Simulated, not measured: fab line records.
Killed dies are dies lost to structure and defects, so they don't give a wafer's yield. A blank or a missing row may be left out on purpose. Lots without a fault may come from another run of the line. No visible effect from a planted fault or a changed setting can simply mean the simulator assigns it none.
Which tool is to blame? || flow n5_finfet || Sampling: 9 lots, 27 wafers, 5 of 1938 route steps

WHAT EACH GAUGE READ, for each wafer
N5_BEOL_M4_RC_MEAS_101. Usual: DIBL_N 37.2 mV/V, standard deviation 1.9; DIBL_P 37.3 mV/V, standard deviation 2.2; IOFF_N 0.18 nA/um, standard deviation 0.038; IOFF_P 0.22 nA/um, standard deviation 0.039; ION_N 678 uA/um, standard deviation 11; ION_P 462 uA/um, standard deviation 6.9; SS_N 71.8 mV/dec, standard deviation 0.68; SS_P 73.5 mV/dec, standard deviation 0.65; VT_N 249 mV, standard deviation 3.4; VT_P -250 mV, standard deviation 3.2.
{"lot": "L504", "measured": "day 8 11:19", "on": "prober-02", "DIBL_N (mV/V)": "35.0 38.2 34.7", "DIBL_P (mV/V)": "34.6 37.9 35.4", "IOFF_N (nA/um)": "0.13 0.20 0.14", "IOFF_P (nA/um)": "0.15 0.20 0.17", "ION_N (uA/um)": "660 669 677", "ION_P (uA/um)": "449 449 458", "SS_N (mV/dec)": "71.1 71.7 71.3", "SS_P (mV/dec)": "72.9 72.7 73.3", "VT_N (mV)": "250 247 250", "VT_P (mV)": "-255 -252 -252", "flag": ""}
{"lot": "L505", "measured": "day 8 20:13", "on": "prober-02", "DIBL_N (mV/V)": "39.3 40.1 41.2", "DIBL_P (mV/V)": "37.7 37.9 40.2", "IOFF_N (nA/um)": "0.19 0.23 0.24", "IOFF_P (nA/um)": "0.21 0.22 0.25", "ION_N (uA/um)": "668 678 681", "ION_P (uA/um)": "450 459 461", "SS_N (mV/dec)": "71.0 72.0 72.1", "SS_P (mV/dec)": "73.9 74.3 74.2", "VT_N (mV)": "248 244 244", "VT_P (mV)": "-252 -250 -254", "flag": ""}
{"lot": "L511", "measured": "day 10 04:07", "on": "prober-02", "DIBL_N (mV/V)": "35.2 36.0 37.0", "DIBL_P (mV/V)": "37.3 38.4 39.5", "IOFF_N (nA/um)": "0.16 0.18 0.19", "IOFF_P (nA/um)": "0.18 0.20 0.21", "ION_N (uA/um)": "677 698 702", "ION_P (uA/um)": "456 470 470", "SS_N (mV/dec)": "71.6 71.8 71.8", "SS_P (mV/dec)": "73.2 73.3 73.8", "VT_N (mV)": "249 246 246", "VT_P (mV)": "-253 -251 -250", "flag": ""}
{"lot": "L512", "measured": "day 10 08:16", "on": "prober-01", "DIBL_N (mV/V)": "37.8 37.4 34.0", "DIBL_P (mV/V)": "36.8 36.3 32.8", "IOFF_N (nA/um)": "0.16 0.15 0.11", "IOFF_P (nA/um)": "0.21 0.21 0.17", "ION_N (uA/um)": "684 691 676", "ION_P (uA/um)": "460 472 471", "SS_N (mV/dec)": "71.1 71.6 70.4", "SS_P (mV/dec)": "73.3 72.7 71.9", "VT_N (mV)": "252 251 254", "VT_P (mV)": "-249 -248 -253", "flag": ""}
{"lot": "L517", "measured": "day 12 00:20", "on": "prober-01", "DIBL_N (mV/V)": "40.5 38.5 37.3", "DIBL_P (mV/V)": "39.0 37.2 35.0", "IOFF_N (nA/um)": "0.22 0.19 0.15", "IOFF_P (nA/um)": "0.26 0.23 0.20", "ION_N (uA/um)": "682 686 665", "ION_P (uA/um)": "466 472 460", "SS_N (mV/dec)": "72.9 70.8 70.8", "SS_P (mV/dec)": "73.8 73.6 72.8", "VT_N (mV)": "247 245 253", "VT_P (mV)": "-248 -249 -251", "flag": ""}
{"lot": "L519", "measured": "day 12 03:13", "on": "prober-01", "DIBL_N (mV/V)": "34.7 35.3 36.2", "DIBL_P (mV/V)": "36.6 37.4 38.1", "IOFF_N (nA/um)": "0.16 0.17 0.19", "IOFF_P (nA/um)": "0.18 0.19 0.21", "ION_N (uA/um)": "681 684 682", "ION_P (uA/um)": "459 458 458", "SS_N (mV/dec)": "71.6 71.5 71.5", "SS_P (mV/dec)": "73.3 73.4 73.8", "VT_N (mV)": "251 246 251", "VT_P (mV)": "-253 -254 -250", "flag": ""}
{"lot": "L522", "measured": "day 13 03:50", "on": "prober-01", "DIBL_N (mV/V)": "37.6 37.7 37.3", "DIBL_P (mV/V)": "35.7 35.5 36.3", "IOFF_N (nA/um)": "0.16 0.17 0.16", "IOFF_P (nA/um)": "0.21 0.21 0.24", "ION_N (uA/um)": "677 670 677", "ION_P (uA/um)": "463 457 464", "SS_N (mV/dec)": "71.9 72.4 72.1", "SS_P (mV/dec)": "73.2 73.9 73.7", "VT_N (mV)": "249 247 248", "VT_P (mV)": "-249 -250 -250", "flag": ""}
{"lot": "L525", "measured": "day 13 13:22", "on": "prober-01", "DIBL_N (mV/V)": "37.2 37.0 35.9", "DIBL_P (mV/V)": "40.0 39.2 37.1", "IOFF_N (nA/um)": "0.18 0.17 0.14", "IOFF_P (nA/um)": "0.22 0.20 0.17", "ION_N (uA/um)": "668 673 655", "ION_P (uA/um)": "452 461 445", "SS_N (mV/dec)": "72.0 72.1 72.4", "SS_P (mV/dec)": "74.4 73.6 73.8", "VT_N (mV)": "250 250 254", "VT_P (mV)": "-251 -255 -255", "flag": ""}
{"lot": "L526", "measured": "day 13 22:26", "on": "prober-02", "DIBL_N (mV/V)": "35.6 33.3 37.0", "DIBL_P (mV/V)": "36.9 32.9 37.7", "IOFF_N (nA/um)": "0.16 0.11 0.18", "IOFF_P (nA/um)": "0.19 0.15 0.22", "ION_N (uA/um)": "669 655 678", "ION_P (uA/um)": "460 453 459", "SS_N (mV/dec)": "71.8 71.8 72.6", "SS_P (mV/dec)": "73.2 73.2 73.6", "VT_N (mV)": "251 257 248", "VT_P (mV)": "-253 -255 -250", "flag": ""}

WHICH TOOL RAN EACH LOT (tool, then ch and the chambers of the sampled wafers, then the start)
{"lot": "L504", "N5_HKMG_FIN_ETCHBACK_68": "rie_metal-02 ch 0,1, day 4 12:14", "N5_GATE_CUT_ETCHBACK_00": "rie_metal-03 ch 0,1, day 4 14:02", "N5_GATE_CUT_ETCH_56": "rie_metal-03 ch 0,1, day 4 14:09", "N5_GATE_CUT_ETCH_58": "rie_diel-05 ch 1,3, day 4 14:20"}
{"lot": "L505", "N5_HKMG_FIN_ETCHBACK_68": "rie_metal-03 ch 0, day 4 18:39", "N5_GATE_CUT_ETCHBACK_00": "rie_metal-03 ch 0,1, day 4 20:28", "N5_GATE_CUT_ETCH_56": "rie_metal-03 ch 0,1, day 4 20:35", "N5_GATE_CUT_ETCH_58": "rie_diel-05 ch 0,1, day 4 20:46"}
{"lot": "L511", "N5_HKMG_FIN_ETCHBACK_68": "rie_metal-02 ch 0,1, day 6 06:28", "N5_GATE_CUT_ETCHBACK_00": "rie_metal-03 ch 0,1, day 6 08:21", "N5_GATE_CUT_ETCH_56": "rie_metal-03 ch 0,1, day 6 08:28", "N5_GATE_CUT_ETCH_58": "rie_diel-06 ch 0,1, day 6 08:38"}
{"lot": "L512", "N5_HKMG_FIN_ETCHBACK_68": "rie_metal-03 ch 0,1, day 6 11:46", "N5_GATE_CUT_ETCHBACK_00": "rie_metal-03 ch 0,1, day 6 13:34", "N5_GATE_CUT_ETCH_56": "rie_metal-03 ch 0,1, day 6 13:41", "N5_GATE_CUT_ETCH_58": "rie_diel-05 ch 1,2, day 6 13:53"}
{"lot": "L517", "N5_HKMG_FIN_ETCHBACK_68": "rie_metal-03 ch 0,1, day 7 15:37", "N5_GATE_CUT_ETCHBACK_00": "rie_metal-02 ch 0,1, day 7 17:25", "N5_GATE_CUT_ETCH_56": "rie_metal-02 ch 0,1, day 7 17:32", "N5_GATE_CUT_ETCH_58": "rie_diel-05 ch 0,2,3, day 7 17:42"}
{"lot": "L519", "N5_HKMG_FIN_ETCHBACK_68": "rie_metal-03 ch 0,1, day 8 04:08", "N5_GATE_CUT_ETCHBACK_00": "rie_metal-02 ch 0,1, day 8 05:56", "N5_GATE_CUT_ETCH_56": "rie_metal-02 ch 0,1, day 8 06:04", "N5_GATE_CUT_ETCH_58": "rie_diel-06 ch 0,2,3, day 8 06:14"}
{"lot": "L522", "N5_HKMG_FIN_ETCHBACK_68": "rie_metal-03 ch 0,1, day 8 20:59", "N5_GATE_CUT_ETCHBACK_00": "rie_metal-01 ch 0,1, day 8 22:47", "N5_GATE_CUT_ETCH_56": "rie_metal-01 ch 0,1, day 8 22:55", "N5_GATE_CUT_ETCH_58": "rie_diel-06 ch 1,2,3, day 8 23:05"}
{"lot": "L525", "N5_HKMG_FIN_ETCHBACK_68": "rie_metal-01 ch 0,1, day 9 19:23", "N5_GATE_CUT_ETCHBACK_00": "rie_metal-03 ch 0,1, day 9 21:18", "N5_GATE_CUT_ETCH_56": "rie_metal-03 ch 0,1, day 9 21:25", "N5_GATE_CUT_ETCH_58": "rie_diel-05 ch 0,2,3, day 9 21:35"}
{"lot": "L526", "N5_HKMG_FIN_ETCHBACK_68": "rie_metal-02 ch 1, day 10 00:30", "N5_GATE_CUT_ETCHBACK_00": "rie_metal-03 ch 0,1, day 10 02:23", "N5_GATE_CUT_ETCH_56": "rie_metal-03 ch 0,1, day 10 02:30", "N5_GATE_CUT_ETCH_58": "rie_diel-05 ch 0,3, day 10 02:56"}
- N5_HKMG_FIN_ETCHBACK_68: etches the open film in Cl2/Ar, stops on HfO2, target depth 0.5 nm.
- N5_GATE_CUT_ETCHBACK_00: etches W in SF6/Cl2.
- N5_GATE_CUT_ETCH_56: etches TiN in Cl2/Ar, target depth 21.6 nm.
- N5_GATE_CUT_ETCH_58: etches SiNx in CH3F/O2, target depth 17 nm, time 128.6 s.

WHAT THE TOOLS THEMSELVES READ (means of the sampled wafers that have a number; where no wafer has one, the mark that the record gives instead)
N5_HKMG_FIN_ETCHBACK_68. Usual: drypump_motor_current_A 5.5 A, standard deviation 0.51; he_backside_leak_sccm 3.56 sccm, standard deviation 0.17; oes_product_au 0.68 a.u., standard deviation 0.078; throttle_valve_pct 21.03 %, standard deviation 0.26.
{"lot": "L504", "tool": "rie_metal-02", "drypump_motor_current_A (A)": 5.3, "he_backside_leak_sccm (sccm)": 3.59, "oes_product_au (a.u.)": 0.75, "throttle_valve_pct (%)": 20.74, "flag": ""}
{"lot": "L505", "tool": "rie_metal-03", "drypump_motor_current_A (A)": 4.8, "he_backside_leak_sccm (sccm)": 3.85, "oes_product_au (a.u.)": 0.62, "throttle_valve_pct (%)": 21.20, "flag": ""}
{"lot": "L511", "tool": "rie_metal-02", "drypump_motor_current_A (A)": 5.4, "he_backside_leak_sccm (sccm)": 3.54, "oes_product_au (a.u.)": 0.80, "throttle_valve_pct (%)": 20.70, "flag": ""}
{"lot": "L512", "tool": "rie_metal-03", "drypump_motor_current_A (A)": 5.8, "he_backside_leak_sccm (sccm)": 3.61, "oes_product_au (a.u.)": 0.66, "throttle_valve_pct (%)": 21.13, "flag": ""}
{"lot": "L517", "tool": "rie_metal-03", "drypump_motor_current_A (A)": 5.8, "he_backside_leak_sccm (sccm)": 3.67, "oes_product_au (a.u.)": 0.65, "throttle_valve_pct (%)": 21.14, "flag": ""}
{"lot": "L519", "tool": "rie_metal-03", "drypump_motor_current_A (A)": 5.3, "he_backside_leak_sccm (sccm)": 3.66, "oes_product_au (a.u.)": 0.63, "throttle_valve_pct (%)": 21.17, "flag": ""}
{"lot": "L522", "tool": "rie_metal-03", "drypump_motor_current_A (A)": 5.8, "he_backside_leak_sccm (sccm)": 3.50, "oes_product_au (a.u.)": 0.65, "throttle_valve_pct (%)": 21.15, "flag": ""}
{"lot": "L525", "tool": "rie_metal-01", "drypump_motor_current_A (A)": 5.4, "he_backside_leak_sccm (sccm)": 3.47, "oes_product_au (a.u.)": 0.67, "throttle_valve_pct (%)": 21.05, "flag": ""}
{"lot": "L526", "tool": "rie_metal-02", "drypump_motor_current_A (A)": 5.2, "he_backside_leak_sccm (sccm)": 3.48, "oes_product_au (a.u.)": 0.65, "throttle_valve_pct (%)": 20.83, "flag": ""}

N5_GATE_CUT_ETCHBACK_00. Usual: drypump_motor_current_A 5.4 A, standard deviation 0.53; he_backside_leak_sccm 3.6 sccm, standard deviation 0.41; oes_product_au 0.69 a.u., standard deviation 0.085; throttle_valve_pct 27.6 %, standard deviation 0.32.
{"lot": "L504", "tool": "rie_metal-03", "drypump_motor_current_A (A)": 5.8, "he_backside_leak_sccm (sccm)": 3.5, "oes_product_au (a.u.)": 0.68, "throttle_valve_pct (%)": 27.7, "flag": ""}
{"lot": "L505", "tool": "rie_metal-03", "drypump_motor_current_A (A)": 5.3, "he_backside_leak_sccm (sccm)": 3.7, "oes_product_au (a.u.)": 0.65, "throttle_valve_pct (%)": 27.8, "flag": ""}
{"lot": "L511", "tool": "rie_metal-03", "drypump_motor_current_A (A)": 5.3, "he_backside_leak_sccm (sccm)": 3.6, "oes_product_au (a.u.)": 0.64, "throttle_valve_pct (%)": 27.8, "flag": ""}
{"lot": "L512", "tool": "rie_metal-03", "drypump_motor_current_A (A)": 5.3, "he_backside_leak_sccm (sccm)": 3.7, "oes_product_au (a.u.)": 0.64, "throttle_valve_pct (%)": 27.8, "flag": ""}
{"lot": "L517", "tool": "rie_metal-02", "drypump_motor_current_A (A)": 5.3, "he_backside_leak_sccm (sccm)": 3.6, "oes_product_au (a.u.)": 0.73, "throttle_valve_pct (%)": 27.2, "flag": ""}
{"lot": "L519", "tool": "rie_metal-02", "drypump_motor_current_A (A)": 5.3, "he_backside_leak_sccm (sccm)": 3.5, "oes_product_au (a.u.)": 0.80, "throttle_valve_pct (%)": 27.2, "flag": ""}
{"lot": "L522", "tool": "rie_metal-01", "drypump_motor_current_A (A)": 5.4, "he_backside_leak_sccm (sccm)": 3.6, "oes_product_au (a.u.)": 0.66, "throttle_valve_pct (%)": 28.0, "flag": ""}
{"lot": "L525", "tool": "rie_metal-03", "drypump_motor_current_A (A)": 5.8, "he_backside_leak_sccm (sccm)": 3.6, "oes_product_au (a.u.)": 0.66, "throttle_valve_pct (%)": 27.7, "flag": ""}
{"lot": "L526", "tool": "rie_metal-03", "drypump_motor_current_A (A)": 5.8, "he_backside_leak_sccm (sccm)": 3.6, "oes_product_au (a.u.)": 0.66, "throttle_valve_pct (%)": 27.7, "flag": ""}

N5_GATE_CUT_ETCH_56. Usual: bias_w 60.01 W, standard deviation 0.18; drypump_motor_current_A 5.5 A, standard deviation 0.53; he_backside_leak_sccm 3.61 sccm, standard deviation 0.29; oes_product_au 0.69 a.u., standard deviation 0.083; throttle_valve_pct 21.01 %, standard deviation 0.25.
{"lot": "L504", "tool": "rie_metal-03", "bias_w (W)": 59.90, "drypump_motor_current_A (A)": 5.8, "he_backside_leak_sccm (sccm)": 3.67, "oes_product_au (a.u.)": 0.67, "throttle_valve_pct (%)": 21.11, "flag": ""}
{"lot": "L505", "tool": "rie_metal-03", "bias_w (W)": 60.08, "drypump_motor_current_A (A)": 5.3, "he_backside_leak_sccm (sccm)": 3.69, "oes_product_au (a.u.)": 0.64, "throttle_valve_pct (%)": 21.16, "flag": ""}
{"lot": "L511", "tool": "rie_metal-03", "bias_w (W)": 51.46, "drypump_motor_current_A (A)": 5.3, "he_backside_leak_sccm (sccm)": 3.71, "oes_product_au (a.u.)": 0.62, "throttle_valve_pct (%)": 21.19, "flag": "OFF"}
{"lot": "L512", "tool": "rie_metal-03", "bias_w (W)": 51.47, "drypump_motor_current_A (A)": 5.3, "he_backside_leak_sccm (sccm)": 3.70, "oes_product_au (a.u.)": 0.62, "throttle_valve_pct (%)": 21.19, "flag": "OFF"}
{"lot": "L517", "tool": "rie_metal-02", "bias_w (W)": 60.09, "drypump_motor_current_A (A)": 5.3, "he_backside_leak_sccm (sccm)": 3.47, "oes_product_au (a.u.)": 0.74, "throttle_valve_pct (%)": 20.75, "flag": ""}
{"lot": "L519", "tool": "rie_metal-02", "bias_w (W)": 59.95, "drypump_motor_current_A (A)": 5.4, "he_backside_leak_sccm (sccm)": 3.51, "oes_product_au (a.u.)": 0.80, "throttle_valve_pct (%)": 20.69, "flag": ""}
{"lot": "L522", "tool": "rie_metal-01", "bias_w (W)": 59.82, "drypump_motor_current_A (A)": 5.4, "he_backside_leak_sccm (sccm)": 3.47, "oes_product_au (a.u.)": 0.66, "throttle_valve_pct (%)": 21.26, "flag": ""}
{"lot": "L525", "tool": "rie_metal-03", "bias_w (W)": 60.09, "drypump_motor_current_A (A)": 5.8, "he_backside_leak_sccm (sccm)": 3.65, "oes_product_au (a.u.)": 0.65, "throttle_valve_pct (%)": 21.15, "flag": ""}
{"lot": "L526", "tool": "rie_metal-03", "bias_w (W)": 60.12, "drypump_motor_current_A (A)": 5.8, "he_backside_leak_sccm (sccm)": 3.61, "oes_product_au (a.u.)": 0.64, "throttle_valve_pct (%)": 21.15, "flag": ""}

N5_GATE_CUT_ETCH_58. Usual: bias_w 21.02 W, standard deviation 0.058; drypump_motor_current_A 5.7 A, standard deviation 0.53; oes_product_au 0.76 a.u., standard deviation 0.046; rf_vpp_V 99.1 V, standard deviation 0.87; showerhead_plenum_p_Torr 2.00 Torr, standard deviation 0.057; throttle_valve_pct 16.45 %, standard deviation 0.22.
{"lot": "L504", "tool": "rie_diel-05", "bias_w (W)": 21.01, "drypump_motor_current_A (A)": 4.8, "oes_product_au (a.u.)": 0.76, "rf_vpp_V (V)": 99.7, "showerhead_plenum_p_Torr (Torr)": 2.00, "throttle_valve_pct (%)": 16.43, "flag": ""}
{"lot": "L505", "tool": "rie_diel-05", "bias_w (W)": 21.01, "drypump_motor_current_A (A)": 5.7, "oes_product_au (a.u.)": 0.78, "rf_vpp_V (V)": 98.2, "showerhead_plenum_p_Torr (Torr)": 1.96, "throttle_valve_pct (%)": 16.40, "flag": ""}
{"lot": "L511", "tool": "rie_diel-06", "bias_w (W)": 21.02, "drypump_motor_current_A (A)": 5.8, "oes_product_au (a.u.)": 0.79, "rf_vpp_V (V)": 100.0, "showerhead_plenum_p_Torr (Torr)": 2.06, "throttle_valve_pct (%)": 16.22, "flag": ""}
{"lot": "L512", "tool": "rie_diel-05", "bias_w (W)": 21.07, "drypump_motor_current_A (A)": 5.9, "oes_product_au (a.u.)": 0.75, "rf_vpp_V (V)": 98.9, "showerhead_plenum_p_Torr (Torr)": 2.02, "throttle_valve_pct (%)": 16.68, "flag": ""}
{"lot": "L517", "tool": "rie_diel-05", "bias_w (W)": 20.97, "drypump_motor_current_A (A)": 5.6, "oes_product_au (a.u.)": 0.77, "rf_vpp_V (V)": 99.2, "showerhead_plenum_p_Torr (Torr)": 1.98, "throttle_valve_pct (%)": 16.43, "flag": ""}
{"lot": "L519", "tool": "rie_diel-06", "bias_w (W)": 20.98, "drypump_motor_current_A (A)": 6.1, "oes_product_au (a.u.)": 0.74, "rf_vpp_V (V)": 99.1, "showerhead_plenum_p_Torr (Torr)": 2.02, "throttle_valve_pct (%)": 16.39, "flag": ""}
{"lot": "L522", "tool": "rie_diel-06", "bias_w (W)": 21.01, "drypump_motor_current_A (A)": 5.7, "oes_product_au (a.u.)": 0.70, "rf_vpp_V (V)": 98.8, "showerhead_plenum_p_Torr (Torr)": 1.99, "throttle_valve_pct (%)": 16.58, "flag": ""}
{"lot": "L525", "tool": "rie_diel-05", "bias_w (W)": 21.00, "drypump_motor_current_A (A)": 5.6, "oes_product_au (a.u.)": 0.76, "rf_vpp_V (V)": 99.1, "showerhead_plenum_p_Torr (Torr)": 1.98, "throttle_valve_pct (%)": 16.47, "flag": ""}
{"lot": "L526", "tool": "rie_diel-05", "bias_w (W)": 21.04, "drypump_motor_current_A (A)": 5.1, "oes_product_au (a.u.)": 0.76, "rf_vpp_V (V)": 100.0, "showerhead_plenum_p_Torr (Torr)": 1.96, "throttle_valve_pct (%)": 16.36, "flag": ""}

THE ANSWER, worked out from the rows above alone
Rule: a lot counts as off when the mean over its wafers that have a number is more than 3 standard deviations away from the usual mean. Also off: a lot with no number at a reading for which 4 or more lots have one. All remaining lots with rows at the step are treated as sound. First the gauges in route order, then the tools' own readings, where a lot's mean is used as printed above. At the first step where some lot is off, the reading lying furthest off is the one used; lots without a number count as furthest.
Off: L511, L512 (N5_GATE_CUT_ETCH_56, bias_w).
A tool fits if, at that step or a process step before it, it ran every lot that is off, and no sound lot after the first of them. No candidate that was tried fits.

WHAT WAS PUT IN BY THE SIMULATOR
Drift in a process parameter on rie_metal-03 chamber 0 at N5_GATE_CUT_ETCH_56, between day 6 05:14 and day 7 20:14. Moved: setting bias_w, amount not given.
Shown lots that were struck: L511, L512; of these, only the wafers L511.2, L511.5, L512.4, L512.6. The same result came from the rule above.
